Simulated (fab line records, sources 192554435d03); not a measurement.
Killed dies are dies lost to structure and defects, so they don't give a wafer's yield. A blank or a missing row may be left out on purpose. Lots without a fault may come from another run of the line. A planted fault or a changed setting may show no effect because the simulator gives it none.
Which tool did it? | flow n5_finfet | 13 lots, 39 wafers sampled, at 4 steps of a route of 1938

WHAT THE GAUGES READ, wafer by wafer
The record holds no reading of a measuring or inspecting step that can be judged against a usual standard deviation.

WHICH TOOL RAN EACH LOT (tool, then ch and the chambers of the sampled wafers, then the start)
lot  | N5_BEOL_M1_SPUTTER_48        | N5_PASSIVATION_PECVD_55         | N5_PASSIVATION_AL_DEP_21     | N5_PASSIVATION_PROBE_49
L166 | pvd_sputter-03, day 6 10:06  | pecvd-01 ch 0,1, day 11 17:49   | pvd_sputter-01, day 11 22:10 | -
L168 | pvd_sputter-01, day 6 14:59  | pecvd-02 ch 1,2, day 12 04:07   | pvd_sputter-02, day 12 07:22 | -
L169 | pvd_sputter-01, day 7 06:54  | pecvd-01 ch 0,1,2, day 12 08:32 | pvd_sputter-03, day 12 12:25 | -
L170 | pvd_sputter-02, day 7 16:13  | pecvd-04 ch 0,1,2, day 13 02:29 | pvd_sputter-03, day 13 04:27 | -
L171 | pvd_sputter-01, day 7 18:22  | pecvd-01 ch 1,2, day 13 02:34   | pvd_sputter-02, day 13 08:20 | -
L172 | pvd_sputter-01, day 7 21:05  | pecvd-02 ch 1,2, day 13 14:27   | pvd_sputter-02, day 13 17:20 | -
L174 | pvd_sputter-01, day 8 09:48  | pecvd-02 ch 1,2, day 13 16:02   | pvd_sputter-01, day 13 17:49 | prober-02, day 13 23:16
L176 | pvd_sputter-01, day 8 15:16  | pecvd-01 ch 0,1,2, day 14 00:49 | pvd_sputter-02, day 14 04:09 | prober-02, day 14 09:40
L179 | pvd_sputter-03, day 9 14:25  | pecvd-02 ch 2, day 16 02:28     | pvd_sputter-01, day 16 04:25 | prober-01, day 16 10:00
L182 | pvd_sputter-02, day 10 03:09 | pecvd-01 ch 1,2, day 16 02:52   | pvd_sputter-03, day 16 05:29 | -
L187 | pvd_sputter-02, day 11 15:08 | pecvd-04 ch 1,2, day 18 06:44   | pvd_sputter-03, day 18 08:02 | -
L188 | pvd_sputter-02, day 11 19:22 | pecvd-04 ch 0,1,2, day 18 02:35 | pvd_sputter-01, day 18 04:09 | -
L189 | pvd_sputter-03, day 12 03:25 | pecvd-01 ch 1,2, day 18 14:43   | pvd_sputter-02, day 18 17:29 | -
- N5_BEOL_M1_SPUTTER_48: material Cu, target thk 4.5 nm, time 8.29 s.
- N5_PASSIVATION_PECVD_55: deposits SiO2 from SiH4/N2O, target thk 400 nm, time 22.5 s.
- N5_PASSIVATION_AL_DEP_21: deposits Al, target thk 2800 nm, time 170 s.
- N5_PASSIVATION_PROBE_49

WHAT THE TOOLS THEMSELVES READ (means of the sampled wafers that have a number; where no wafer has one, the mark that the record gives instead)
N5_BEOL_M1_SPUTTER_48.
lot  | tool           | throttle_valve_pct (%)
L166 | pvd_sputter-03 | 29.7
L168 | pvd_sputter-01 | 29.7
L169 | pvd_sputter-01 | 30.1
L170 | pvd_sputter-02 | 29.6
L171 | pvd_sputter-01 | 29.6
L172 | pvd_sputter-01 | 30.2
L174 | pvd_sputter-01 | 30.4
L176 | pvd_sputter-01 | 29.9
L179 | pvd_sputter-03 | 30.5
L182 | pvd_sputter-02 | 30.6
L187 | pvd_sputter-02 | 28.8
L188 | pvd_sputter-02 | 31.2
L189 | pvd_sputter-03 | 30.9

N5_PASSIVATION_PECVD_55.
lot  | tool     | heater_power_w (W) | showerhead_plenum_p_Torr (Torr) | throttle_valve_pct (%)
L166 | pecvd-01 | 502                | 8.01                            | 52.0
L168 | pecvd-02 | 763                | 8.17                            | 51.4
L169 | pecvd-01 | 569                | 8.10                            | 50.4
L170 | pecvd-04 | 745                | 8.11                            | 50.7
L171 | pecvd-01 | 521                | 8.07                            | 49.0
L172 | pecvd-02 | 627                | 8.16                            | 51.7
L174 | pecvd-02 | 729                | 8.16                            | 51.6
L176 | pecvd-01 | 561                | 8.08                            | 50.4
L179 | pecvd-02 | 893                | 8.18                            | 51.6
L182 | pecvd-01 | 605                | 8.15                            | 47.7
L187 | pecvd-04 | 812                | 8.03                            | 50.5
L188 | pecvd-04 | 796                | 8.10                            | 50.9
L189 | pecvd-01 | 583                | 8.15                            | 46.7

N5_PASSIVATION_AL_DEP_21.
lot  | tool           | throttle_valve_pct (%)
L166 | pvd_sputter-01 | 30.0
L168 | pvd_sputter-02 | 30.5
L169 | pvd_sputter-03 | 29.8
L170 | pvd_sputter-03 | 29.5
L171 | pvd_sputter-02 | 31.3
L172 | pvd_sputter-02 | 30.3
L174 | pvd_sputter-01 | 30.0
L176 | pvd_sputter-02 | 32.0
L179 | pvd_sputter-01 | 30.2
L182 | pvd_sputter-03 | 30.0
L187 | pvd_sputter-03 | 30.0
L188 | pvd_sputter-01 | 30.1
L189 | pvd_sputter-02 | 29.6

N5_PASSIVATION_PROBE_49.
lot  | tool      | defect_limited_yield (%) | killed_at_M0_to_M3 | killed_at_M4_up | killed_at_contacts | killed_at_front_end | killed_at_other | killed_dies | killed_on_rim | killed_open | killed_short | sort_bin_5_function (%) | sort_bin_6_memory (%) | sort_n_pass | sort_yield_pct (%)
L174 | prober-02 | 88.9                     | 66                 | 21              | 10                 | 29                  | 5.7             | 131         | 23            | 62          | 32           | 6.2                     | 3.5                   | 1049        | 88.9
L176 | prober-02 | 89.3                     | 69                 | 10              | 9                  | 33                  | 5.7             | 127         | 17            | 62          | 32           | 6.4                     | 3.2                   | 1053        | 89.3
L179 | prober-01 | 91.9                     | 37                 | 12              | 8                  | 36                  | 3.3             | 96          | 9             | 60          | 35           | 4.6                     | 3.2                   | 1084        | 91.9

THE ANSWER, worked out from the rows above alone
Rule: what is usual is taken from the lots themselves. Put in order of their means at a reading, lots are off if they are a third of the lots or fewer, leave a main group of 4 or more, and stand apart from it by a gap of 3 or more times the standard deviation of the main group's means; of several such gaps the widest counts. A main group whose means are all the same, to the digits that the tables above print for the reading, isn't used. A lot without any number at a reading at which 4 lots or more have one is off too. The other lots that the step has rows for count as sound. The gauges are gone through in route order, then the tools' own readings, and for those a lot's mean is taken as printed above. The first step at which some lot is off is used, and at that step the reading that is off furthest; a lot without a number counts as furthest.
No lot is off at any reading shown: from this, nothing can be told.

WHAT THE SIMULATOR HAD PUT IN
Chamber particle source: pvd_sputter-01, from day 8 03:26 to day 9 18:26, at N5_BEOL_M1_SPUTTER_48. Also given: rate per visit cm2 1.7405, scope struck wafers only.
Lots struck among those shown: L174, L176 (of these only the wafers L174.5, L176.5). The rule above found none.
